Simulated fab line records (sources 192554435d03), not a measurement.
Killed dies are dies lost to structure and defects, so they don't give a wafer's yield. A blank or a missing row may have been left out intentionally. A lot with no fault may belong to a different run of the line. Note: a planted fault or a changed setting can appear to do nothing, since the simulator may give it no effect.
Chamber matching || flow n5_finfet || 4 sister chambers for N5_BEOL_M8_ETCH_62 on rie_diel-02
The step etches SOC in N2/H2, target depth 110 nm, overetch 22 nm, time 165 s. 4 wafers are shown with their chamber, then 10 later ones without.

## WAFERS WITH THEIR CHAMBER
{"wafer": "L086.4", "chamber": 2, "showerhead_plenum_p_Torr (Torr)": 2.68}
{"wafer": "L089.4", "chamber": 3, "showerhead_plenum_p_Torr (Torr)": 2.54}
{"wafer": "L093.1", "chamber": 1, "showerhead_plenum_p_Torr (Torr)": 2.60}
{"wafer": "L093.2", "chamber": 0, "showerhead_plenum_p_Torr (Torr)": 2.45}

## WAFERS MISSING THEIR CHAMBER
{"wafer": "L093.6", "showerhead_plenum_p_Torr (Torr)": 2.45}
{"wafer": "L094.1", "showerhead_plenum_p_Torr (Torr)": 2.45}
{"wafer": "L094.4", "showerhead_plenum_p_Torr (Torr)": 2.60}
{"wafer": "L094.5", "showerhead_plenum_p_Torr (Torr)": 2.60}
{"wafer": "L092.4", "showerhead_plenum_p_Torr (Torr)": 2.45}
{"wafer": "L092.5", "showerhead_plenum_p_Torr (Torr)": 2.60}
{"wafer": "L092.6", "showerhead_plenum_p_Torr (Torr)": 2.45}
{"wafer": "L097.2", "showerhead_plenum_p_Torr (Torr)": 2.67}
{"wafer": "L097.3", "showerhead_plenum_p_Torr (Torr)": 2.44}
{"wafer": "L097.5", "showerhead_plenum_p_Torr (Torr)": 2.44}

## EACH ONE'S CHAMBER
{"wafer": "L093.6", "from the rows above": 0, "in truth": 0}
{"wafer": "L094.1", "from the rows above": 0, "in truth": 0}
{"wafer": "L094.4", "from the rows above": 1, "in truth": 1}
{"wafer": "L094.5", "from the rows above": 1, "in truth": 1}
{"wafer": "L092.4", "from the rows above": 0, "in truth": 0}
{"wafer": "L092.5", "from the rows above": 1, "in truth": 1}
{"wafer": "L092.6", "from the rows above": 0, "in truth": 0}
{"wafer": "L097.2", "from the rows above": 2, "in truth": 2}
{"wafer": "L097.3", "from the rows above": 0, "in truth": 0}
{"wafer": "L097.5", "from the rows above": 0, "in truth": 0}
Correct placement for 10 of the 10. Not placeable from these rows: 0. Number placed wrongly: 0.
How it was worked out, from the rows above alone: a wafer's distance from a chamber is the root of the sum, over the readings, of the square of ((its reading less the chamber's mean) divided by the reading's scatter). If the next closest chamber is less than 2 further off than the closest, the wafer can't be placed; otherwise it belongs to the closest. The mean given for a chamber averages the wafers shown for that chamber. The scatter: with one shown wafer a chamber, the root of the mean of the squares of how far each hidden wafer lies from its nearest shown one.
